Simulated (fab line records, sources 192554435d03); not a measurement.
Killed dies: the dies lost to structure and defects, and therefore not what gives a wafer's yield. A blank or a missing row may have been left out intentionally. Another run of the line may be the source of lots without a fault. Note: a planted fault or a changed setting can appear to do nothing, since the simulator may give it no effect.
Matching of chambers / flow n5Finfet / rieDiel-03 running N5_BEOL_M7_ETCH_62: 4 sister chambers
The step etches SOC in N2/H2, target depth 110 nm, overetch 22 nm, time 165 s. 8 wafers are shown with their chamber, then 7 later ones without.

## WAFERS WITH THEIR CHAMBER
wafer=L074.5; chamber=1; showerheadPlenumPTorr (Torr)=2.53; throttleValvePct (%)=17.72
wafer=L082.4; chamber=1; showerheadPlenumPTorr (Torr)=2.52; throttleValvePct (%)=17.75
wafer=L082.5; chamber=2; showerheadPlenumPTorr (Torr)=2.60; throttleValvePct (%)=17.95
wafer=L085.1; chamber=0; showerheadPlenumPTorr (Torr)=2.61; throttleValvePct (%)=18.08
wafer=L085.2; chamber=3; showerheadPlenumPTorr (Torr)=2.63; throttleValvePct (%)=18.28
wafer=L085.4; chamber=3; showerheadPlenumPTorr (Torr)=2.63; throttleValvePct (%)=18.27
wafer=L091.1; chamber=2; showerheadPlenumPTorr (Torr)=2.59; throttleValvePct (%)=17.43
wafer=L091.4; chamber=0; showerheadPlenumPTorr (Torr)=2.61; throttleValvePct (%)=18.07

## WAFERS WITHOUT THEIR CHAMBER
wafer=L091.5; showerheadPlenumPTorr (Torr)=2.61; throttleValvePct (%)=18.07
wafer=L093.3; showerheadPlenumPTorr (Torr)=2.51; throttleValvePct (%)=17.79
wafer=L093.4; showerheadPlenumPTorr (Torr)=2.61; throttleValvePct (%)=18.08
wafer=L093.6; showerheadPlenumPTorr (Torr)=2.59; throttleValvePct (%)=17.44
wafer=L096.2; showerheadPlenumPTorr (Torr)=2.59; throttleValvePct (%)=17.44
wafer=L096.3; showerheadPlenumPTorr (Torr)=2.51; throttleValvePct (%)=17.80
wafer=L096.4; showerheadPlenumPTorr (Torr)=2.62; throttleValvePct (%)=18.31

## WHICH CHAMBER EACH ONE RAN IN
wafer=L091.5; from the rows above=0; in truth=0
wafer=L093.3; from the rows above=1; in truth=1
wafer=L093.4; from the rows above=0; in truth=0
wafer=L093.6; from the rows above=2; in truth=2
wafer=L096.2; from the rows above=2; in truth=2
wafer=L096.3; from the rows above=1; in truth=1
wafer=L096.4; from the rows above=can't be placed: 3 or 0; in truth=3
Placed correctly: 6 of 7. From these rows, 1 cannot be placed; in 1 the true chamber is one of the candidates. Number placed wrongly: 0.
How it was worked out, from the rows above alone: a wafer's distance from a chamber is the root of the sum, over the readings, of the square of ((its reading less the chamber's mean) divided by the reading's scatter). The wafer belongs to the nearest chamber; if the next one is less than 2 further off, it can't be placed. A chamber's mean is the mean of its shown wafers. The scatter is the square root of a quotient: the sum, over the shown wafers, of each reading's squared deviation from its chamber's mean, divided by wafers minus chambers.
